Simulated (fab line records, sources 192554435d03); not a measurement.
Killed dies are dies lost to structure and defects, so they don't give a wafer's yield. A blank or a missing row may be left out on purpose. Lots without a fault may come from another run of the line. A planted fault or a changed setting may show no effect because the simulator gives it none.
fab line records | flow n5_finfet
record lots=5 wafers=15 last_day=18
route steps=1938 shown BEOL_M3@968 BEOL_M4@1111 PASSIVATION@1936
lots that met no fault: from a run of the same line without faults
start_h: hours from the record's first day to the start of the lot's first wafer shown | wait_h: hours since the lot's step before | " the same as in the row above | L1.1+2: a row that stands for several wafers | - no value, or no start given | * or withheld: withheld | < > ~ a bound
route shown NAME@n: a module of which the file shows steps, and the number in the route of the first | usual: mean/standard deviation of fault-free wafers | same: alike in all rows | chamber/n: place in a boat | sites: the reading at each site | _std_site: their standard deviation | _edge_site: outer sites' mean less inner sites' | radius_mm: how far each site lies from the wafer's centre | mask NAME#n: copy n | behind: the tool/chamber that last shaped the wafer | hold: why the lot was held/for how many hours/how that ended | device: the transistor (n, p or np) that didn't switch | end of line: the same wafers' tests at the end of the route | a step without rows: its recipe alone | killed: dies lost to structure and defects at the first sort, not the wafer's yield | map: a wafer's dies, x killed, . not, _ none there
set.NAME: the setting as run; set.NAME@STEP: as run at that earlier step | model.NAME: the simulator's own value behind a step, which no gauge read
lots at some steps of the route; a table a step, a row a wafer
services: from which hour (start_h, from the record's first day; less than 0 if before it) a tool's chamber was out of use, for how many hours, and why
## steps
# step N5_BEOL_M3_INSPECT_30
# recipe mode=adi inspect_instrument=brightfield
# usual raw_defect_count=425/97
# columns lot.wafer tool chamber start_h wait_h raw_defect_count
L132.2 defect_inspect-02 - 163.08 0.0 334
L132.3 " - " " 276
L132.5 " - " " 624
L136.1 defect_inspect-01 - 189.73 0.1 355
L136.3 " - " " 407
L136.6 " - " " 413
L140.2 defect_inspect-01 - 219.55 0.0 393
L140.4 " - " " 343
L140.6 " - " " 408
L149.3 defect_inspect-02 - 264.16 0.0 410
L149.5 " - " " 339
L149.6 " - " " 462
L151.1 defect_inspect-01 - 286.56 0.1 529
L151.2 " - " " 632
L151.4 " - " " 485
# step N5_BEOL_M3_DESCUM_33
# recipe chemistry=O2 time_s=7 source_power_w=50 bias_power_w=20 pressure_mtorr=20 rf_frequency_hz=2.712e+07 temp_c=40 resist=CAR-EUV o2_flow_sccm=225
# usual drypump_motor_current_A=5.8/0.49 oes_product_au=0.79/0.084 rf_vpp_V=242.4/1.1 showerhead_plenum_p_Torr=2.04/0.055 throttle_valve_pct=20.45/0.26
# columns lot.wafer tool chamber start_h wait_h drypump_motor_current_A oes_product_au rf_hours_counter_h rf_vpp_V showerhead_plenum_p_Torr throttle_valve_pct
L132.2 rie_diel-06 0 163.11 0.0 6.2 0.88 44 241.2 2.04 20.10
L132.3 " 3 " " 5.0 0.75 167 242.3 1.99 20.42
L132.5 " 2 " " 5.8 0.75 - 243.2 2.10 20.81
L136.1 rie_diel-03 2 189.91 0.2 5.6 0.71 192 243.0 2.08 20.86
L136.3 " 0 " " 6.0 0.91 30 244.4 2.16 20.64
L136.6 " 3 " " 5.0 0.71 - 240.6 1.97 20.46
L140.2 rie_diel-06 3 219.58 0.0 5.0 0.74 182 240.8 1.98 20.44
L140.4 " 2 " " 5.8 0.73 - 242.6 2.10 20.83
L140.6 " 0 " " 6.2 0.85 - 241.6 2.03 20.11
L149.3 rie_diel-01 1 264.82 0.7 5.9 0.84 93 243.0 2.00 20.12
L149.5 " 1 " " 5.9 0.84 - 242.2 2.00 20.12
L149.6 " 0 " " 6.1 0.87 - 241.1 2.06 20.52
L151.1 rie_diel-01 3 289.37 2.8 6.6 0.71 193 244.0 2.09 20.54
L151.2 " 1 " " 5.8 0.82 102 242.9 2.00 20.12
L151.4 " 2 " " 6.0 0.86 49 243.2 2.05 20.60
# step N5_BEOL_M3_ETCH_77
# recipe chemistry=N2/H2 target=underlayer target_depth_a=65 mask_material=CAR-EUV time_s=5.2 ion_energy_ev=200 pressure_mtorr=30 source_w=840 bias_w=150 n2_flow_sccm=200 h2_flow_sccm=200 ends=cleared
# step N5_BEOL_M3_ETCH_69
# recipe chemistry=CF4 target=SiARC target_depth_a=156 mask_material=CAR-EUV time_s=26 ion_energy_ev=80 pressure_mtorr=40 source_w=545 bias_w=36 Ar_flow_sccm=100 cf4_flow_sccm=100 ends=cleared
# usual drypump_motor_current_A=5.8/0.49 etch_rf_on_time_s=25.9/0.54 mfc_ar_sccm=100.01/0.29 oes_product_au=0.68/0.071 rf_fwd_power_W=532.4/2.1 rf_vpp_V=183.5/0.99 showerhead_plenum_p_Torr=2.09/0.036 throttle_valve_pct=15.64/0.24
# columns lot.wafer tool chamber start_h wait_h drypump_motor_current_A etch_rf_on_time_s mfc_ar_sccm oes_product_au rf_fwd_power_W rf_hours_counter_h rf_vpp_V showerhead_plenum_p_Torr throttle_valve_pct
L132.2 rie_diel-06 0 163.17 0.0 6.2 26.1 100.29 0.74 533.6 44 184.4 2.09 15.30
L132.3 " 3 " " 5.0 26.1 99.65 0.64 531.4 167 180.8 2.05 15.72
L132.5 " 2 " " 5.8 25.2 99.84 0.63 531.5 - 184.1 2.14 15.89
L136.1 rie_diel-03 2 189.96 0.0 5.6 26.5 99.89 0.62 534.6 192 183.8 2.14 16.07
L136.3 " 0 " " 6.0 26.2 100.17 0.77 530.8 30 184.2 2.16 15.46
L136.6 " 3 " " 5.1 25.8 99.87 0.62 533.8 - 181.9 2.04 15.81
L140.2 rie_diel-06 3 219.63 0.0 5.0 26.1 99.82 0.63 528.7 182 183.6 2.04 15.75
L140.4 " 2 " " 5.8 25.2 99.77 0.63 530.8 - 183.2 2.13 15.91
L140.6 " 0 " " 6.2 26.5 99.92 0.72 532.2 - 183.1 2.08 15.34
L149.3 rie_diel-01 1 264.87 0.0 5.9 25.4 99.86 0.71 529.3 93 183.5 2.07 15.42
L149.5 " 1 " " 5.8 25.6 100.14 0.71 528.6 - 183.0 2.07 15.42
L149.6 " 0 " " 6.1 25.6 99.67 0.74 532.4 - 183.8 2.09 15.52
L151.1 rie_diel-01 3 289.42 0.0 6.7 24.9 99.64 0.62 536.4 193 184.0 2.12 15.66
L151.2 " 1 " " 5.8 25.6 100.16 0.71 531.1 102 184.5 2.07 15.43
L151.4 " 2 " " 6.0 25.1 99.96 0.75 531.9 49 184.0 2.08 15.54
# step N5_BEOL_M3_ALD_98
# recipe material=SiO2 target_thk_a=25 temp_c=100 ald_precursor_family=BDEAS ald_co_reactant=O2-plasma pulse_time_s=1 co_reactant_pulse_time_s=1 purge_time_s=2 co_reactant_purge_time_s=2 ald_cycles=17 pressure_torr=2
# usual heater_power_outer_w=40/3.1 heater_power_w=75/6.7 precursor_pulse_height_rel=0.998/0.02
# columns lot.wafer tool chamber start_h wait_h heater_power_outer_w heater_power_w precursor_pulse_height_rel
L132.2 ald_sin-04 3 163.25 0.1 34 64 0.981
L132.3 " 1 " " 44 77 0.983
L132.5 " 1 " " 44 77 1.009
L136.1 ald_sin-01 1 190.23 0.2 38 73 1.001
L136.3 " 3 " " 40 74 1.029
L136.6 " 2 " " 41 74 0.985
L140.2 ald_sin-04 3 219.72 0.1 34 65 0.986
L140.4 " 1 " " 44 78 1.011
L140.6 " 0 " " 42 80 1.027
L149.3 ald_sin-03 1 264.96 0.1 38 76 0.988
L149.5 " 0 " " 43 76 0.993
L149.6 " 1 " " 38 76 1.023
L151.1 ald_sin-01 0 289.80 0.4 35 64 0.978
L151.2 " 2 " " 41 77 0.977
L151.4 " 1 " " 39 74 1.005
# step N5_BEOL_M3_ETCHBACK_99
# recipe chemistry=CHF3 target=SiO2 target_depth_a=50 time_s=10.4 source_w=215 bias_w=47 Ar_flow_sccm=200 CHF3_flow_sccm=12 ion_energy_ev=100 pressure_mtorr=30
# usual drypump_motor_current_A=5.7/0.48 mfc_ar_sccm=199.9/0.58 oes_product_au=0.78/0.079 rf_vpp_V=239/4.2 showerhead_plenum_p_Torr=2.10/0.039 throttle_valve_pct=17.12/0.21
# columns lot.wafer tool chamber start_h wait_h drypump_motor_current_A mfc_ar_sccm oes_product_au rf_hours_counter_h rf_vpp_V showerhead_plenum_p_Torr throttle_valve_pct
L132.2 rie_diel-06 2 164.46 1.2 5.8 200.3 0.74 176 235 2.14 17.29
L132.3 " 1 " " 5.3 200.0 0.73 203 240 2.07 17.05
L132.5 " 1 " " 5.3 199.9 0.72 - 240 2.07 17.05
L136.1 rie_diel-01 3 193.01 2.7 6.7 200.2 0.75 158 238 2.15 17.04
L136.3 " 2 " " 6.0 200.2 0.94 12 241 2.11 17.02
L136.6 " 0 " " 6.1 200.3 0.91 - 234 2.10 16.91
L140.2 rie_diel-06 3 219.84 0.1 5.0 200.1 0.74 182 243 2.05 17.20
L140.4 " 0 " " 6.2 200.6 0.84 - 233 2.11 16.87
L140.6 " 3 " " 5.0 200.0 0.74 - 242 2.05 17.19
L149.3 rie_diel-01 1 270.56 5.6 5.8 200.0 0.83 94 235 2.09 16.94
L149.5 " 1 " " 5.8 199.7 0.84 - 236 2.09 16.93
L149.6 " 2 " " 6.1 199.6 0.88 - 242 2.10 17.07
L151.1 rie_diel-03 2 289.94 0.1 5.6 200.0 0.70 218 234 2.14 17.60
L151.2 " 3 " " 5.0 200.2 0.70 234 245 2.03 17.25
L151.4 " 0 " " 6.0 200.6 0.86 58 245 2.16 16.97
# step N5_BEOL_M3_ETCH_70
# recipe chemistry=N2/H2 target=SOC target_depth_a=800 overetch_a=160 mask_material=SiARC temp_c=40 time_s=120 ion_energy_ev=200 pressure_mtorr=30 source_w=840 bias_w=150 n2_flow_sccm=200 h2_flow_sccm=200
# usual drypump_motor_current_A=5.7/0.48 oes_product_au=0.60/0.059 rf_fwd_power_W=835.6/2.9 rf_vpp_V=522.1/1.6 showerhead_plenum_p_Torr=2.48/0.053 throttle_valve_pct=17.87/0.21
# columns lot.wafer tool chamber start_h wait_h drypump_motor_current_A oes_product_au rf_fwd_power_W rf_hours_counter_h rf_vpp_V showerhead_plenum_p_Torr throttle_valve_pct
L132.2 rie_diel-06 2 164.49 0.0 5.8 0.56 832.3 176 522.8 2.52 17.94
L132.3 " 1 " " 5.3 0.55 834.6 203 521.3 2.43 17.88
L132.5 " 1 " " 5.3 0.55 835.2 - 520.5 2.43 17.87
L136.1 rie_diel-01 3 193.05 0.0 6.7 0.57 840.2 158 523.5 2.55 17.83
L136.3 " 2 " " 6.0 0.70 838.3 12 522.7 2.50 17.96
L136.6 " 0 " " 6.1 0.69 834.7 - 521.3 2.49 17.58
L140.2 rie_diel-06 3 219.87 0.0 5.0 0.57 834.7 182 522.0 2.42 17.94
L140.4 " 0 " " 6.2 0.66 838.5 - 521.8 2.47 17.58
L140.6 " 3 " " 5.0 0.56 831.6 - 522.3 2.42 17.92
L149.3 rie_diel-01 1 270.59 0.0 5.9 0.63 831.9 94 520.5 2.45 17.53
L149.5 " 1 " " 5.9 0.63 830.8 - 523.2 2.45 17.52
L149.6 " 2 " " 6.0 0.66 837.8 - 522.0 2.49 18.02
L151.1 rie_diel-03 2 289.98 0.0 5.6 0.55 835.7 218 522.3 2.51 18.23
L151.2 " 3 " " 5.0 0.54 836.9 234 519.7 2.40 17.95
L151.4 " 0 " " 6.0 0.65 835.7 58 524.5 2.58 17.93
# step N5_BEOL_M3_STRIP_71
# recipe chemistry=N2/H2 temp_c=40 n2_flow_sccm=200 h2_flow_sccm=200 rf_frequency_hz=6e+07
# step N5_BEOL_M3_STRIP_78
# recipe chemistry=N2/H2 temp_c=40 n2_flow_sccm=200 h2_flow_sccm=200 rf_frequency_hz=6e+07
# step N5_BEOL_M3_VIA_ETCH_34
# recipe chemistry=C4F6/O2 target_depth_a=694 mask_material=SOC pressure_mtorr=15 ion_energy_ev=250 taper_deg=4 time_s=65.9 source_w=350 bias_w=170 Ar_flow_sccm=300 C4F6_flow_sccm=10 O2_flow_sccm=10
# step N5_BEOL_M3_STRIP_83
# recipe chemistry=C4F6/O2 resist=SiARC rf_frequency_hz=6e+07
# step N5_BEOL_M3_STRIP_36
# recipe chemistry=N2/H2 power_w=450 temp_c=40 pressure_mtorr=20 rf_frequency_hz=6e+07 overash_fraction=0.3 bias_power_w=7 h2_frac=0.5 n2_flow_sccm=200 h2_flow_sccm=200
# step N5_BEOL_M3_TRENCH_ETCH_37
# recipe chemistry=C4F6/O2 target_depth_a=555.55 target=SiOC time_s=29.2 ion_energy_ev=250 pressure_mtorr=30 source_w=355 bias_w=185 Ar_flow_sccm=300 C4F6_flow_sccm=10 O2_flow_sccm=10
# usual drypump_motor_current_A=5.7/0.48 mfc_ar_sccm=299.9/0.99 oes_product_au=0.78/0.08 rf_fwd_power_W=349.7/1.9 rf_vpp_V=660/12 showerhead_plenum_p_Torr=2.78/0.051 throttle_valve_pct=20.91/0.2
# columns lot.wafer tool chamber start_h wait_h drypump_motor_current_A mfc_ar_sccm oes_product_au rf_fwd_power_W rf_hours_counter_h rf_vpp_V showerhead_plenum_p_Torr throttle_valve_pct model.etch.depth_nm model.BEOL_M3.feature_depth_nm model.TiN_of_BEOL_M3_HM_DEP_02.thk_nm
L132.2 rie_diel-06 2 164.69 - 5.8 300.0 0.75 346.3 176 652 2.83 21.08 57.2 57.2 17.8
L132.3 " 1 " " 5.3 298.8 0.72 347.0 203 661 2.74 20.81 55.27 55.2 17.8
L132.5 " 1 " " 5.3 298.9 0.72 348.7 - 659 2.74 20.83 55 55 18
L136.1 rie_diel-01 3 193.25 - 6.7 299.5 0.74 352.4 158 653 2.84 20.83 56.85 56.8 18
L136.3 " 2 " " 6.1 298.3 0.94 351.0 12 667 2.80 20.90 57.15 57.2 17.6
L136.6 " 0 " " 6.1 300.2 0.92 350.3 - 647 2.78 20.73 56.45 56.4 17.8
L140.2 rie_diel-06 3 220.07 - 5.0 300.3 0.74 350.9 182 672 2.71 20.93 55.05 55 17.4
L140.4 " 0 " " 6.2 301.1 0.69 137.5 - 780 2.79 20.62 37.99 38 18.2
L140.6 " 3 " " 5.0 299.9 0.73 352.0 - 670 2.71 20.94 55.01 55 17.6
L149.3 rie_diel-01 1 270.79 - 5.9 300.7 0.84 347.4 94 652 2.76 20.71 56.53 56.6 17.8
L149.5 " 1 " " 5.8 300.1 0.84 347.1 - 652 2.76 20.71 56.33 56.4 17.8
L149.6 " 2 " " 6.1 301.1 0.88 350.1 - 667 2.78 20.93 56.94 57 17.4
L151.1 rie_diel-03 2 290.18 - 5.6 299.2 0.70 352.9 218 647 2.84 21.42 53.58 53.6 17.6
L151.2 " 3 " " 5.0 299.7 0.69 354.3 234 673 2.70 20.98 54.28 54.2 17.8
L151.4 " 0 " " 6.0 299.9 0.85 348.8 58 677 2.86 20.77 55.41 55.4 17.4
# step N5_BEOL_M3_ETCH_41
# recipe chemistry=CH3F/O2 target=SiCN target_depth_a=299 taper_deg=2 time_s=52.5 ion_energy_ev=120 mask_material=TiN pressure_mtorr=30 source_w=395 bias_w=75 Ar_flow_sccm=150 CH3F_flow_sccm=30 O2_flow_sccm=20
# step N5_BEOL_M3_STRIP_97
# recipe chemistry=N2/H2 time_s=10 power_w=450 temp_c=40 pressure_mtorr=20 rf_frequency_hz=6e+07 bias_power_w=7 n2_flow_sccm=200 h2_flow_sccm=200
# step N5_BEOL_M3_OCD_MEAS_38
# usual trench_depth_nm=55.5/0.96
# columns lot.wafer tool chamber start_h wait_h trench_depth_nm
L132.2 ocd-02 - 164.85 - 57.5
L132.3 " - " " 55.7
L132.5 " - " " 55.2
L136.1 ocd-02 - 193.40 - 56.6
L136.3 " - " " 57.1
L136.6 " - " " 56.2
L140.2 ocd-02 - 220.23 - 54.8
L140.4 " - " " 37.7
L140.6 " - " " 55.0
L149.3 ocd-01 - 270.95 - 56.3
L149.5 " - " " 56.0
L149.6 " - " " 56.7
L151.1 ocd-01 - 290.33 - 53.5
L151.2 " - " " 54.2
L151.4 " - " " 54.9
# step N5_BEOL_M3_HM_STRIP_39
# recipe chemistry=peroxide_tin_strip material=TiN target_depth_a=250 temp_c=50 time_s=158
# step N5_BEOL_M4_RC_MEAS_101
# usual DIBL_N=35.8/1.8 DIBL_P=35.9/2.2 IOFF_N=0.16/0.035 IOFF_P=0.21/0.04 ION_N=672/11 ION_P=461/7.4 SS_N=71.4/0.64 SS_P=73.2/0.67 VT_N=250/3.5 VT_P=-251/3.4
# columns lot.wafer tool chamber start_h wait_h DIBL_N[mV/V] DIBL_P[mV/V] IOFF_N[nA/um] IOFF_P[nA/um] ION_N[uA/um] ION_P[uA/um] SS_N[mV/dec] SS_P[mV/dec] VT_N[mV] VT_P[mV]
L132.2 prober-02 0 183.59 0.2 31.9 29.9 0.10 0.15 648 449 70.3 72.2 257 -255
L132.3 " 0 " " 36.8 36.2 0.18 0.24 679 465 71.6 73.2 249 -249
L132.5 " 0 " " 36.0 36.3 0.17 0.23 674 466 71.3 72.9 249 -247
L136.1 prober-01 0 209.06 0.0 39.2 39.8 0.21 0.28 683 471 72.4 74.1 247 -248
L136.3 " 0 " " 35.0 34.5 0.13 0.18 677 461 71.0 72.1 253 -249
L136.6 " 0 " " 35.9 35.9 0.14 0.21 664 465 72.0 72.6 251 -253
L140.2 prober-02 0 238.92 0.2 34.1 34.0 0.13 0.16 673 455 71.6 72.8 253 -257
L140.4 " 0 " " 36.2 34.3 0.15 0.18 663 449 71.9 73.0 252 -252
L140.6 " 0 " " 35.1 35.3 0.13 0.18 667 455 71.2 73.0 252 -251
L149.3 prober-02 0 282.87 0.3 34.8 35.0 0.14 0.20 655 460 71.7 72.7 256 -249
L149.5 " 0 " " 36.0 36.0 0.17 0.22 664 463 72.4 73.0 249 -250
L149.6 " 0 " " 40.3 42.1 0.28 0.34 690 467 73.0 75.1 241 -245
L151.1 prober-02 0 308.84 0.0 37.2 35.6 0.16 0.21 680 468 71.4 72.7 250 -251
L151.2 " 0 " " 34.5 31.9 0.12 0.17 660 462 71.7 72.6 254 -253
L151.4 " 0 " " 35.4 33.2 0.13 0.18 665 455 71.1 73.0 253 -253
# step N5_PASSIVATION_PROBE_49
# usual defect_limited_yield=91.0/1.5 killed_at_M0_to_M3=34/9.1 killed_at_M4_up=14/5.7 killed_at_contacts=13/5.7 killed_at_front_end=42/12 killed_at_other=4/3.4 killed_dies=106/17 killed_open=70/13 killed_short=34/7.5 sort_bin_4_leakage=0.00/0.014 sort_bin_5_function=5.2/0.94 sort_bin_6_memory=3.4/0.69 sort_n_pass=1074/17 sort_yield_pct=91.0/1.5
# same gross_dies=1180 killed_at_back_side=0 sort_bin_8_speed[%]=0
# columns lot.wafer tool chamber start_h wait_h defect_limited_yield[%] killed_at_M0_to_M3 killed_at_M4_up killed_at_contacts killed_at_front_end killed_at_other killed_dies killed_open killed_short sort_bin_4_leakage[%] sort_bin_5_function[%] sort_bin_6_memory[%] sort_n_pass sort_yield_pct[%]
L132.2 prober-01 - 294.15 0.1 90.4 38 5 19 48 3 113 73 40 0 5.3 4.0 1067 90.4
L132.3 prober-01 - 294.20 0.1 90.8 38 17 13 32 9 109 76 32 0 4.9 4.2 1071 90.8
L132.5 prober-01 - 294.30 0.2 89.1 26 18 34 48 3 129 99 30 0 6.4 4.2 1051 89.1
L151.1 prober-01 - 422.53 0.0 90.8 48 14 10 37 0 109 61 42 0 5.2 3.4 1071 90.8
L151.2 prober-01 - 422.58 0.1 91.2 33 14 15 38 4 104 78 26 0 5.3 3.2 1076 91.2
L151.4 prober-01 - 422.68 0.2 91.6 39 10 13 32 5 99 59 37 0 5.3 2.9 1081 91.6
# killed by level:class
L132.2 MOL_CONTACT_COAG:geometric_particle:open=14 BEOL_M2:geometric_particle:open=13 FIN_SAQP:geometric_particle:open=8 DUMMY_GATE:geometric_particle:open=8 FIN_SAQP:geometric_particle:short=7 STI_FIN_REVEAL:geometric_particle:open=7 BEOL_M0:geometric_particle:open=7 STI_FIN_REVEAL:geometric_particle:short=6
L132.3 MOL_CONTACT_COAG:geometric_particle:open=12 BEOL_M4:geometric_particle:open=9 BEOL_M0_SAQP:geometric_particle:short=8 BEOL_M3:geometric_particle:open=8 DUMMY_GATE:geometric_particle:open=7 BEOL_M0_SAQP:geometric_particle:open=6 BEOL_M2:geometric_particle:open=6 FIN_SAQP:geometric_particle:open=5
L132.5 MOL_CONTACT_COAG:geometric_particle:open=28 STI_FIN_REVEAL:geometric_particle:open=18 FIN_SAQP:geometric_particle:open=11 BEOL_M4:geometric_particle:open=9 FIN_SAQP:geometric_particle:short=8 BEOL_M2:geometric_particle:open=7 MOL_CONTACT_COAG:geometric_particle:short=6 BEOL_M0_SAQP:geometric_particle:open=5
L151.1 BEOL_M0_SAQP:geometric_particle:open=15 BEOL_M0_SAQP:geometric_particle:short=13 BEOL_M2:geometric_particle:open=11 MOL_CONTACT_COAG:geometric_particle:open=9 FIN_SAQP:geometric_particle:short=6 BEOL_M4:geometric_particle:open=6 HKMG_FIN:area_etch=6 ILD0:geometric_particle:short=5
L151.2 STI_FIN_REVEAL:geometric_particle:open=17 MOL_CONTACT_COAG:geometric_particle:open=10 BEOL_M0_SAQP:geometric_particle:short=9 BEOL_M2:geometric_particle:open=9 GATE_CUT:geometric_particle:open=6 MOL_CONTACT_COAG:geometric_particle:short=5 BEOL_M0_SAQP:geometric_particle:open=5 BEOL_M3:geometric_particle:open=5
L151.4 MOL_CONTACT_COAG:geometric_particle:open=10 BEOL_M2:geometric_particle:open=10 GATE_CUT:geometric_particle:short=9 BEOL_M0_SAQP:geometric_particle:short=7 BEOL_M0_SAQP:geometric_particle:open=6 BEOL_M1:geometric_particle:open=6 BEOL_M2:geometric_particle:short=5 FIN_SAQP:geometric_particle:open=4
## services
# columns tool chamber start_h hours kind
rie_diel-01 2 143.72 - clean
rie_diel-01 2 143.72 - consumable_replace:focus_ring
rie_diel-01 2 143.72 12.9 scheduled_down
rie_diel-01 2 143.72 12.9 vent_cycle
rie_diel-01 3 161.64 11.6 repair
rie_diel-03 3 167.69 6.6 repair
ald_sin-03 - 174.14 0.8 repair
ald_sin-01 - 180.58 6.0 pm
rie_diel-06 - 193.26 2.8 pm
rie_diel-06 1 217.57 10.0 repair
rie_diel-03 3 222.21 10.9 repair
rie_diel-03 1 238.81 - clean
rie_diel-03 1 238.81 - consumable_replace:focus_ring
rie_diel-03 1 238.81 25.4 scheduled_down
rie_diel-03 1 238.81 25.4 vent_cycle
ald_sin-03 - 238.86 6.1 pm
ald_sin-04 - 241.49 28.1 pm
rie_diel-03 - 252.59 14.6 pm
ald_sin-03 - 268.52 14.0 pm
ald_sin-03 0 268.52 14.0 vent_cycle
ald_sin-03 1 268.52 14.0 vent_cycle
ald_sin-03 2 268.52 14.0 vent_cycle
rie_diel-03 2 270.09 9.5 repair
rie_diel-06 - 278.78 15.6 pm
## key
first_sign step=N5_BEOL_M3_TRENCH_ETCH_37 reading=rf_fwd_power_W direction=down sigmas=99+ usual=* struck=*
effect step=N5_BEOL_M3_TRENCH_ETCH_37 reading=rf_vpp_V direction=up sigmas=10 usual=660 struck=780
effect step=N5_BEOL_M3_OCD_MEAS_38 reading=trench_depth_nm direction=down sigmas=19 usual=55.5 struck=37.7
model_effect step=N5_BEOL_M3_TRENCH_ETCH_37 value=etch.depth_nm without=54.04 struck=37.99
met_at N5_BEOL_M3_TRENCH_ETCH_37
struck_wafers L140.4
fault kind=process_parameter_drift tool=rie_diel-06 chamber=0 onset_h=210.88 steps=N5_BEOL_M3_TRENCH_ETCH_37 channel=source_w offset=-213 shape=step end_h=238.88 acts_in=these_recipes_only stated=355
